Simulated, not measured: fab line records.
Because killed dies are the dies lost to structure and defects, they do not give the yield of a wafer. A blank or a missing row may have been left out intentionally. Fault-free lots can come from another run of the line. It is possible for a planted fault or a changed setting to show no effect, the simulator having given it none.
Lot-split experiment | flow n5 finfet | route with 1938 steps; 7 lots, 21 wafers read

THE SPLIT ITSELF
At N5_SDB_COAT_05 (resist thk 90 nm), the setting spin rpm was moved away from the recipe's 1500 rpm on 6 of the 21 wafers read, by +4.9% to +9.1%. All remaining wafers had this setting at the recipe value.

FROM THE SPLIT TO THE READING: what the file shows between them, 4 steps
- N5_SDB_EBR_07
- N5_SDB_SOFTBAKE_06: time 60 s
- N5_SDB_EXPOSE_08: exposes mask SDB
- N5_SDB_PEB_09: peb time 60 s

THE READING
CAR-ArF_of_SDB_COAT_05.thk nm (the simulator's own value, which no gauge read), in nm, at N5_SDB_DEVELOP_10 (develop time 30 s). No usual value for it is given in the file. Across the 15 wafers here that went through the recipe, the average is 88.3 nm and the standard deviation 0.27 nm.

wafer  | tool, chamber at the split | spin rpm as run, rpm | against the recipe | CAR-ArF_of_SDB_COAT_05.thk nm, nm | against lot-mates on the recipe
L077.1 | litho track-05, 0          | 1500                 | recipe             | 88.6                              | -
L077.4 | litho track-05, 0          | 1500                 | recipe             | 88.6                              | -
L077.3 | litho track-05, 0          | 1500                 | recipe             | 88.8                              | -
L078.1 | litho track-01, 0          | 1605                 | +7.0%              | 85.4                              | -2.6
L078.2 | litho track-01, 0          | 1605                 | +7.0%              | 85                                | -3.0
L078.4 | litho track-01, 0          | 1500                 | recipe             | 88                                | -
L079.1 | litho track-05, 0          | 1636                 | +9.1%              | 84.4                              | -3.9
L079.2 | litho track-05, 0          | 1500                 | recipe             | 88.2                              | -
L079.6 | litho track-05, 0          | 1500                 | recipe             | 88.4                              | -
L082.2 | litho track-01, 0          | 1500                 | recipe             | 88                                | -
L082.4 | litho track-01, 0          | 1500                 | recipe             | 88                                | -
L082.5 | litho track-01, 0          | 1500                 | recipe             | 88                                | -
L083.1 | litho track-05, 0          | 1574                 | +4.9%              | 85.8                              | no lot-mate on the recipe
L083.2 | litho track-05, 0          | 1574                 | +4.9%              | 85.8                              | no lot-mate on the recipe
L083.6 | litho track-05, 0          | 1574                 | +4.9%              | 85.6                              | no lot-mate on the recipe
L087.1 | litho track-04, 0          | 1500                 | recipe             | 88.2                              | -
L087.2 | litho track-04, 0          | 1500                 | recipe             | 88.6                              | -
L087.4 | litho track-04, 0          | 1500                 | recipe             | 88.4                              | -
L089.1 | litho track-05, 0          | 1500                 | recipe             | 88.6                              | -
L089.2 | litho track-05, 0          | 1500                 | recipe             | 88.6                              | -
L089.4 | litho track-05, 0          | 1500                 | recipe             | 88.2                              | -

FIT RESULTS
A straight line over all 21 wafers: CAR-ArF_of_SDB_COAT_05.thk nm changes by -0.465 nm for each +1% of spin rpm; r = -0.98; the points scatter about the line by 0.29 nm.
The same after taking each lot's own level away (the mean of its wafers on the recipe; 18 wafers): -0.414 nm for each +1%; r = -0.99; scatter 0.15 nm.
On that fit, the largest move of spin rpm shifts the reading by 3.8 nm.
The span of the lots' own levels, 88.00 to 88.67 nm, comes to 2.5 times the standard deviation stated above.
So the lot-to-lot level changes the slope: the two fits differ.
Check: for one of the wafers moved furthest among these (+9.1%), held out of the fit, the line's prediction against its lot-mates is -3.63 nm. Against them it came out at -3.9 nm.

OTHER SPLITS APPLIED TO THESE WAFERS
These wafers also went through other splits before the reading. Each is held against what the fit with the lots' levels taken away leaves over:
other split on the same wafers | wafers away from the commonest value | r with CAR-ArF_of_SDB_COAT_05.thk nm (lot level and that fit taken away)
N5_SD_EPI_P_COAT_03 spin rpm   | 10                                   | -0.19

THE WHOLE CHAIN: every reading that the file lists as answering this split, in the file's order
step              | what it does      | reading                                                                        | change (the file's fit)               | r (the file's)
N5_SDB_COAT_05    | resist thk 90 nm  | CAR-ArF_of_SDB_COAT_05.thk nm (the simulator's own value, which no gauge read) | -0.431 nm for each +1% of the setting | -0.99
N5_SDB_DEVELOP_10 | develop time 30 s | CAR-ArF_of_SDB_COAT_05.thk nm (the simulator's own value, which no gauge read) | -0.419 nm for each +1% of the setting | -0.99

FILE'S OWN FIT
CAR-ArF_of_SDB_COAT_05.thk nm changes by -0.419 nm for each +1% of spin rpm, r = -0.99.
